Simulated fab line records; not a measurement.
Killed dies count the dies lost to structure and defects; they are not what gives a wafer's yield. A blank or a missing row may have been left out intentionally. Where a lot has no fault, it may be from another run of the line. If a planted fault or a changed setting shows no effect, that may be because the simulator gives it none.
What tool caused it? -- flow nandHarc -- 14 lots with 42 wafers sampled at 2 steps, on a route of 1159 steps

## WHAT THE GAUGES SHOWED, per wafer
NHARC_A_WL_FILL_INSPECT_15. Usual: 409 for rawDefectCount, sd 140.
lot,measured,on,rawDefectCount,flag
L960,day 16 10:37,defectInspect-01,326 284 207,
L962,day 16 17:24,defectInspect-01,327 497 536,
L964,day 16 19:44,defectInspect-01,505 696 334,
L969,day 17 20:54,defectInspect-02,221 246 301,
L967,day 17 20:37,defectInspect-01,400 195 336,
L968,day 18 02:11,defectInspect-01,263 610 405,
L970,day 18 13:22,defectInspect-02,199 228 189,
L973,day 19 00:04,defectInspect-01,319 374 443,
L975,day 19 18:46,defectInspect-02,405 296 482,
L976,day 19 18:10,defectInspect-01,596 568 527,
L974,day 20 07:43,defectInspect-01,557 316 547,
L977,day 20 07:47,defectInspect-02,291 279 330,
L978,day 20 12:29,defectInspect-01,326 303 298,
L983,day 21 19:36,defectInspect-02,274 250 517,

## EACH LOT AND THE TOOL THAT RAN IT (in order: tool; ch and the chambers of the sampled wafers; start)
lot,NHARC_A_WL_FILL_ETCHBACK_17
L960,"rieMetal-02 ch 0,1, day 15 20:41"
L962,"rieMetal-01 ch 0,1, day 16 03:05"
L964,"rieMetal-03 ch 1, day 16 04:40"
L969,"rieMetal-03 ch 0,1, day 17 07:02"
L967,"rieMetal-01 ch 0,1, day 17 07:03"
L968,"rieMetal-02 ch 0,1, day 17 13:47"
L970,"rieMetal-01 ch 0, day 18 02:01"
L973,"rieMetal-01 ch 0,1, day 18 12:30"
L975,"rieMetal-03 ch 0,1, day 19 07:14"
L976,"rieMetal-02 ch 0,1, day 19 07:17"
L974,"rieMetal-01 ch 0,1, day 19 20:32"
L977,"rieMetal-02 ch 0,1, day 19 20:32"
L978,"rieMetal-01 ch 0,1, day 20 01:09"
L983,"rieMetal-01 ch 0,1, day 21 05:06"
- NHARC_A_WL_FILL_ETCHBACK_17: etches the open film in Cl2/BCl3, target depth 4 nm, time 26.7 s.

## AS READ BY THE TOOLS THEMSELVES (means over the sampled wafers that have a number; for cases with no such wafer, the mark the record gives instead)
NHARC_A_WL_FILL_ETCHBACK_17. Usual: drypumpMotorCurrentA 5.59 A, standard deviation 0.23; oesProductAu 1.000 a.u., standard deviation 0.0075.
lot,tool,drypumpMotorCurrentA (A),oesProductAu (a.u.),flag
L960,rieMetal-02,5.50,0.999,
L962,rieMetal-01,5.48,0.998,
L964,rieMetal-03,5.92,0.995,
L969,rieMetal-03,5.78,0.997,
L967,rieMetal-01,5.50,1.001,
L968,rieMetal-02,5.50,1.000,
L970,rieMetal-01,5.28,1.006,
L973,rieMetal-01,5.70,1.005,
L975,rieMetal-03,5.85,0.994,
L976,rieMetal-02,5.44,1.007,
L974,rieMetal-01,5.48,1.001,
L977,rieMetal-02,5.50,0.995,
L978,rieMetal-01,5.50,1.005,
L983,rieMetal-01,5.69,0.993,

## THE ANSWER, worked out from the rows above alone
Rule: a lot is off if the mean of its wafers that have a number lies more than 3 standard deviations from the usual mean. Also off: a lot with no number at a reading for which 4 or more lots have one. The other lots that the step has rows for count as sound. The gauges are gone through in route order, then the tools' own readings, and for those a lot's mean is taken as printed above. At the first step where some lot is off, the reading lying furthest off is the one used; lots without a number count as furthest.
No lot is off at any reading shown: from this, nothing can be told.

## WHAT THE SIMULATOR HAD PUT IN
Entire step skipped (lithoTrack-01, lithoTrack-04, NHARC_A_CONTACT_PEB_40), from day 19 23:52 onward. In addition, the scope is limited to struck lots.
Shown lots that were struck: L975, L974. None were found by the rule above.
